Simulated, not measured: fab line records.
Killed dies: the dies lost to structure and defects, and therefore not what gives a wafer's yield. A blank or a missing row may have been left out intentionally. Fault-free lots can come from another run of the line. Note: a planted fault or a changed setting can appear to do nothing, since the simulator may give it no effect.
Struck lot and sound lot, side by side || flow n5-finfet || 15 out of 1938 route steps
Sound: wafers L165.2, L165.3, L165.6. Struck: wafer L180.1. (L180.2, L180.6 of the same lot were not struck and are left out.) The cause comes at the end.
Each step with rows lists, per side, the tool, then ch with its chambers, then its first start. Under that, the readings that differ: sound wafers || struck wafers || difference of the means || sigmas: that difference in standard deviations of wafers without a fault.
alike: same words and numbers on both sides, and readings whose means sit less than 2 such deviations apart. not compared: any withheld reading, any reading some wafer has no value for, any bound like >300 that may hide the same value, and any number with overlapping values for which the record gives no deviation.
A row with sigmas, a row that says differs or no value, or rows on one side alone: a step with any of these is where the two part. When numbers do not overlap yet have no deviation, they are printed without sigmas and do not part them. Lack of a reading on every wafer of one side parts them only where that side has two or more wafers.

N5_BEOL_M7_ALD_77: deposits TaN, target thk 2 nm, pulse time 2 s, purge time 3 s.
  sound on ald-metal-02 ch 1,3, day 9 18:35; struck on ald-metal-02 ch 2, day 13 21:37
  alike: heater-power-w
N5_BEOL_M7_SURFACE_TREAT_79:
  struck on pvd-sputter-03, day 13 22:17; sound on pvd-sputter-02, day 9 19:59
  alike: ar-flow-sccm
  not compared: throttle-valve-pct
then, 3 steps without rows for these wafers: N5_BEOL_M7_CVD_78 (deposits Co from CCTBA/H2, target thk 2 nm, time 142.3 s); N5_BEOL_M7_SPUTTER_48 (material Cu, target thk 10 nm, time 1.667 s); N5_BEOL_M7_ECD_50 (material Cu, target thk 300 nm).
N5_BEOL_M7_ANNEAL_51: time 90 s.
  sound on rtp-anneal-01 ch 0, day 9 20:28; struck on rtp-anneal-01 ch 0, day 13 22:56
  alike: anneal-temp-c-max, wafer_temp_C_max
then, 1 step without rows for these wafers: N5_BEOL_M7_CMP_52 (polishes, stops on SiCOH lowk, t overpolish 6.9 s, target thk 80 nm).
N5_BEOL_M7_THK_MEAS_53: measures by xrf.
  struck on film-metro-02, day 13 23:32; sound on film-metro-02, day 9 21:01
  alike: M7_THK
then, 1 step without rows for these wafers: N5_BEOL_M7_PRE_CLEAN_55 (time 15 s).
N5_BEOL_M7_DEP_56: deposits SiCN from 3MS/NH3, target thk 10 nm, time 17.5 s.
  sound on pecvd-01 ch 1,2, day 9 21:04; struck on pecvd-01 ch 0, day 13 23:36
  alike: showerhead-plenum-p-Torr, throttle-valve-pct
N5_BEOL_M7_RS_MEAS_57: measurement is done with a four-point probe.
  struck on film-metro-02, day 13 23:40; sound on film-metro-02, day 9 21:08
  alike: M7_RS
N5_BEOL_M7_INSPECT_58: inspects for defects (darkfield).
  struck on defect-inspect-02, day 13 23:42; sound on defect-inspect-01, day 9 21:10
  alike: raw-defect-count
N5_BEOL_M8_ILD_DEP_00: deposits SiCOH lowk from DEMS/porogen, target thk 179.75 nm, time 33.4 s.
  sound on pecvd-03 ch 0,1, day 9 21:12; struck on pecvd-03 ch 0, day 13 23:44
{"reading": "susceptor-temp-C (C)", "sound": "299.91 299.95 299.89", "struck": 303.86, "difference": "+3.94", "sigmas": "+21"}
{"reading": "model.SiCOH_lowk_of_BEOL_M8_ILD_DEP_00.thk-nm (nm)", "sound": "181.8 182.6 179", "struck": 175.6, "difference": -5.5, "sigmas": ""}
  alike: heater-power-w, showerhead-plenum-p-Torr, throttle-valve-pct
N5_BEOL_M8_CURE_74: cures SiCOH lowk, time 240 s.
  sound on uv-cure-01 ch 2, day 9 21:41; struck on uv-cure-01 ch 0, day 14 00:01
  alike: lamp-power-pct, wafer_temp_C_max
-- a jump in the record: the struck wafers' starts before and after are 4 days apart (it breaks off in module BEOL_M8 and resumes in module PASSIVATION, where the first step shown is number 1936 of the route) --
N5_PASSIVATION_PROBE_49:
  struck on prober-02, day 17 14:32; sound on prober-02, day 13 11:31
{"reading": "killed-at-contacts", "sound": "24 21 22", "struck": 6, "difference": -16, "sigmas": -3}
{"reading": "sort_bin_5_function (%)", "sound": "6.4 4.5 5.3", "struck": 3.6, "difference": -1.8, "sigmas": -2}
  alike: defect-limited-yield, killed_at_M0_to_M3, killed_at_M4_up, killed-at-front-end, killed-at-other, killed-dies, killed-open, killed-short, sort_bin_4_leakage, sort_bin_6_memory, sort_bin_8_speed, sort-n-pass, sort-yield-pct

== WHERE THEY PART ==
Earliest at N5_BEOL_M8_ILD_DEP_00; latest, in this record, at N5_PASSIVATION_PROBE_49.

WHY: what the simulator had put in
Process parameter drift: pecvd-03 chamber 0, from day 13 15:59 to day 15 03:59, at N5_BEOL_M8_ILD_DEP_00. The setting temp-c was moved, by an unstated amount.
